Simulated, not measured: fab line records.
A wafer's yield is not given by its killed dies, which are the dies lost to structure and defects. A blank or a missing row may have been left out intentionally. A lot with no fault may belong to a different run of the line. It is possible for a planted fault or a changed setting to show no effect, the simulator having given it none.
Matching of chambers ; flow n5Finfet ; N5_SDB_HM_OPEN_20 on rieDiel-01 has 4 sister chambers
The step chemistry CH3F/O2, target SiNx, stops on poly-Si, target depth 24 nm. 8 wafers are shown with their chamber, then 9 later ones without.

WAFERS WITH THEIR CHAMBER
wafer;chamber;drypumpMotorCurrentA (A);throttleValvePct (%)
L077.1;0;5.9;16.26
L081.2;1;5.3;16.47
L082.3;2;5.9;15.91
L082.5;2;5.9;15.92
L082.6;3;5.3;16.03
L084.3;1;5.3;16.48
L084.5;0;5.9;15.86
L084.6;3;5.2;16.05

WAFERS MISSING THEIR CHAMBER
wafer;drypumpMotorCurrentA (A);throttleValvePct (%)
L085.3;5.9;15.93
L085.4;5.9;15.86
L085.6;5.9;15.85
L087.1;5.2;16.05
L087.2;5.3;16.48
L087.5;5.3;16.50
L088.1;5.2;16.05
L088.3;5.9;15.94
L088.6;5.9;15.86

THE CHAMBER EACH PASSED THROUGH
wafer;from the rows above;in truth
L085.3;can't be placed: 2 or 0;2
L085.4;can't be placed: 2 or 0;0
L085.6;can't be placed: 2 or 0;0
L087.1;3;3
L087.2;1;1
L087.5;1;1
L088.1;3;3
L088.3;can't be placed: 2 or 0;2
L088.6;can't be placed: 2 or 0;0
Correctly placed: 4 of 9. Can't be placed from these rows: 5 (the true chamber is among the candidates in 5). Wrongly placed: 0.
How it was worked out, from the rows above alone: a wafer's distance from a chamber is the root of the sum, over the readings, of the square of ((its reading less the chamber's mean) divided by the reading's scatter). If the next closest chamber is less than 2 further off than the closest, the wafer can't be placed; otherwise it belongs to the closest. A chamber's mean is the mean of its shown wafers. How the scatter is found: for the shown wafers, subtract from each reading the mean of its chamber, square and add these, divide the total by (wafers less chambers), then take the root.
